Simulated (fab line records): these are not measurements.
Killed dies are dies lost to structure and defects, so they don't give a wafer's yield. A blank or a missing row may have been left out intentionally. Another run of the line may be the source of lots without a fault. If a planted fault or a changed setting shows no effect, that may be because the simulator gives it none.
The tool behind it: which one? -- flow nand harc -- 40 wafers from 14 lots sampled at 6 of the route's 1302 steps

WHAT EACH GAUGE READ, for each wafer
NHARC_A_ONON_D2_THK_MEAS_08: measures by ellipsometry.
lot,measured,on,thk nm (nm)
L144,day 12 09:46,film metro-02,1018 1015 1015
L145,day 13 05:40,film metro-01,1004 1004 1004
L146,day 13 05:40,film metro-02,1016 1016 1015
L149,day 14 18:46,film metro-02,992 991 993
L150,day 14 18:46,film metro-01,1026 1027 1028
L152,day 16 10:10,film metro-01,1018 1019 1019
L153,day 16 15:37,film metro-01,1000 1002 1001
L156,day 17 05:34,film metro-02,1003 1003 1004
L161,day 19 02:49,film metro-01,1009 1010 1008
L160,day 19 15:23,film metro-02,1013 1013
L162,day 19 15:28,film metro-02,1012 1011
L164,day 20 22:04,film metro-01,1005 1006 1007
L165,day 21 14:37,film metro-02,1000 1000 1002
L167,day 22 04:35,film metro-01,1006 1006 1007

NHARC_A_ONON_D2_THK_MEAS_21: measures by ellipsometry.
lot,measured,on,thk nm (nm)
L144,day 12 17:40,film metro-01,1014 1013 1015
L145,day 13 15:42,film metro-01,990 992 989
L146,day 13 15:43,film metro-02,1004 1004 1005
L149,day 15 05:41,film metro-02,996 997 996
L150,day 15 05:41,film metro-01,999 1001 1001
L152,day 16 19:16,film metro-01,995 993 994
L153,day 17 01:38,film metro-01,994 994 993
L156,day 17 15:26,film metro-02,999 1000 999
L161,day 19 11:58,film metro-01,990 993 993
L160,day 20 00:42,film metro-02,998 998
L162,day 20 01:03,film metro-01,997 994
L164,day 21 07:30,film metro-02,1004 1003 1003
L165,day 22 02:10,film metro-02,977 979 977
L167,day 22 13:40,film metro-01,1014 1012 1013

NHARC_A_ONON_D2_THK_MEAS_27: measures by ellipsometry.
lot,measured,on,thk nm (nm)
L144,day 12 18:48,film metro-01,1010 1011 1011
L145,day 13 16:50,film metro-02,987 986 986
L146,day 13 16:51,film metro-01,991 990 992
L149,day 15 06:50,film metro-01,982 984 982
L150,day 15 06:50,film metro-01,999 998 999
L152,day 16 20:23,film metro-01,1011 1011 1011
L153,day 17 02:47,film metro-01,993 996 996
L156,day 17 16:34,film metro-01,1010 1009 1010
L161,day 19 13:06,film metro-02,998 1641 1641
L160,day 20 02:06,film metro-01,1009 1655
L162,day 20 02:27,film metro-02,1642 1641
L164,day 21 08:38,film metro-02,986 985 986
L165,day 22 03:17,film metro-02,1006 1007 1005
L167,day 22 14:49,film metro-02,1006 1005 1004

NHARC_END_SORT_01.
lot,measured,on,killed at array,killed at other,killed at periphery,killed dies,killed open,killed short
L145,day 25 04:42,prober-01,50 80 92,2 0 0,3 3 2,55 83 94,1 4 6,3 7 3
L150,day 26 13:33,prober-01,70 71 83,0 0 0,4 8 4,74 79 87,5 9 2,1 2 1
L153,day 29 18:06,prober-02,64 60,1 3,8 2,73 65,5 2,1 1
L161,day 31 05:10,prober-02,47 668 674,2 6 2,1 3 1,50 677 677,2 2 5,1 2 1
L160,day 31 15:20,prober-01,60 675,0 0,2 2,62 677,3 6,4 2
L162,day 32 00:22,prober-02,671 672,0 2,6 3,677 677,8 3,3 0

WHICH TOOL RAN EACH LOT (tool, then ch and the chambers of the sampled wafers, then the start)
lot,NHARC_A_ONON_D2_DEP_25,NHARC_A_CHANNEL_HOLE_D2_DEP_01
L144,"pecvd onon-03 ch 0, day 12 18:17","pecvd-02 ch 0,1,2, day 12 23:39"
L145,"pecvd onon-01 ch 0, day 13 16:19","pecvd-04 ch 1,2, day 13 19:57"
L146,"pecvd onon-04 ch 0, day 13 16:23","pecvd-04 ch 0,1,2, day 13 21:53"
L149,"pecvd onon-01 ch 0, day 15 06:19","pecvd-02 ch 0,1, day 15 09:56"
L150,"pecvd onon-03 ch 0, day 15 06:19","pecvd-04 ch 0,2, day 15 10:22"
L152,"pecvd onon-03 ch 0, day 16 19:56","pecvd-04 ch 1,2, day 17 03:09"
L153,"pecvd onon-03 ch 0, day 17 02:16","pecvd-01 ch 0,1,2, day 17 09:44"
L156,"pecvd onon-01 ch 0, day 17 16:03","pecvd-01 ch 0,1,2, day 17 19:49"
L161,"pecvd onon-04 ch 0, day 19 12:35","pecvd-01 ch 1, day 19 18:47"
L160,"pecvd onon-04 ch 0, day 20 01:43","pecvd-01 ch 0, day 20 06:38"
L162,"pecvd onon-04 ch 0, day 20 02:10",-
L164,"pecvd onon-01 ch 0, day 21 08:11","pecvd-02 ch 0,2, day 21 14:12"
L165,"pecvd onon-01 ch 0, day 22 02:54","pecvd-01 ch 0,1, day 22 08:15"
L167,"pecvd onon-04 ch 0, day 22 14:18","pecvd-04 ch 0,2, day 22 19:04"
- NHARC_A_ONON_D2_DEP_25: target thk 1000 nm.
- NHARC_A_CHANNEL_HOLE_D2_DEP_01: deposits SiON, target thk 140 nm.

WHAT THE TOOLS THEMSELVES READ (means of the sampled wafers that have a number; where no wafer has one, the mark that the record gives instead)
NHARC_A_CHANNEL_HOLE_D2_DEP_01.
lot,tool,heater power w (W)
L144,pecvd-02,827
L145,pecvd-04,773
L146,pecvd-04,811
L149,pecvd-02,889
L150,pecvd-04,845
L152,pecvd-04,745
L153,pecvd-01,818
L156,pecvd-01,812
L161,pecvd-01,865
L160,pecvd-01,772
L164,pecvd-02,653
L165,pecvd-01,885
L167,pecvd-04,753

THE ANSWER, worked out from the rows above alone
Rule: what is usual is taken from the lots themselves. Put in order of their means at a reading, lots are off if they are a third of the lots or fewer, leave a main group of 4 or more, and stand apart from it by a gap of 3 or more times the standard deviation of the main group's means; of several such gaps the widest counts. A main group whose means are all the same, to the digits that the tables above print for the reading, isn't used. Also off: a lot with no number at a reading for which 4 or more lots have one. All remaining lots with rows at the step are treated as sound. First the gauges in route order, then the tools' own readings, where a lot's mean is used as printed above. At the first step where some lot is off, the reading lying furthest off is the one used; lots without a number count as furthest.
Off at NHARC_A_ONON_D2_THK_MEAS_27 (thk nm): L161, L160, L162. Mean 998 nm and standard deviation 10 in the main group.
If a tool, at a process step before that reading, ran all the lots that are off and no sound lot after the first of them, it fits. Those tools and the gauges at NHARC_A_ONON_D2_THK_MEAS_27 are tried in the same way. Not one of the candidates tried fits.

WHAT THE SIMULATOR PUT IN
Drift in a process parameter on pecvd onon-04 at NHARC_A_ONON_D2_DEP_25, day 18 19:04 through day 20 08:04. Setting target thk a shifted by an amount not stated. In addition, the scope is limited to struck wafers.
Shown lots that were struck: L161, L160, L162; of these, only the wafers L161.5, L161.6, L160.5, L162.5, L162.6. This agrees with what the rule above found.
